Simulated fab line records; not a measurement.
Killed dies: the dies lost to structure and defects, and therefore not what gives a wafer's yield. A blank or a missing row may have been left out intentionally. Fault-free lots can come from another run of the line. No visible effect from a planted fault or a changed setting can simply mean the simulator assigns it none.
Matching of chambers + flow n5 finfet + N5_BEOL_M9_ILD_DEP_00 on pecvd-03 has 3 sister chambers
The step deposits SiCOH lowk from DEMS/porogen, target thk 308.51 nm, time 58 s. 6 wafers are shown with their chamber, then 11 later ones without.

## WAFERS, EACH WITH ITS CHAMBER
| wafer  | chamber | throttle valve pct (%) | showerhead plenum p Torr (Torr) |
|--------|---------|------------------------|---------------------------------|
| L091.1 | 1       | 14.6                   | 5.741                           |
| L091.2 | 0       | 14.0                   | 5.737                           |
| L093.1 | 2       | 12.5                   | 5.723                           |
| L093.5 | 2       | 12.5                   | 5.718                           |
| L093.6 | 1       | 14.7                   | 5.737                           |
| L092.1 | 0       | 13.9                   | 5.742                           |

## WAFERS MISSING THEIR CHAMBER
| wafer  | throttle valve pct (%) | showerhead plenum p Torr (Torr) |
|--------|------------------------|---------------------------------|
| L092.4 | 12.7                   | 5.734                           |
| L092.6 | 14.0                   | 5.743                           |
| L096.2 | 12.5                   | 5.721                           |
| L096.3 | 14.8                   | 5.741                           |
| L096.4 | 14.6                   | 5.763                           |
| L097.1 | 14.7                   | 5.741                           |
| L097.2 | 12.5                   | 5.714                           |
| L097.4 | 14.9                   | 5.729                           |
| L095.2 | 13.6                   | 5.756                           |
| L095.3 | 14.8                   | 5.760                           |
| L095.5 | 14.0                   | 5.741                           |

## WHICH CHAMBER EACH ONE RAN IN
| wafer  | from the rows above | in truth |
|--------|---------------------|----------|
| L092.4 | 2                   | 2        |
| L092.6 | 0                   | 0        |
| L096.2 | 2                   | 2        |
| L096.3 | 1                   | 1        |
| L096.4 | 1                   | 1        |
| L097.1 | 1                   | 1        |
| L097.2 | 2                   | 2        |
| L097.4 | 1                   | 1        |
| L095.2 | 0                   | 0        |
| L095.3 | 1                   | 1        |
| L095.5 | 0                   | 0        |
Correctly placed: 11 of 11. From these rows, 0 cannot be placed. Wrongly placed: 0.
How it was worked out, from the rows above alone: a wafer's distance from a chamber is the root of the sum, over the readings, of the square of ((its reading less the chamber's mean) divided by the reading's scatter). If the next closest chamber is less than 2 further off than the closest, the wafer can't be placed; otherwise it belongs to the closest. The mean given for a chamber averages the wafers shown for that chamber. The scatter: the root of (the sum of the squares of (reading less its chamber's mean) over the shown wafers, divided by (wafers less chambers)).
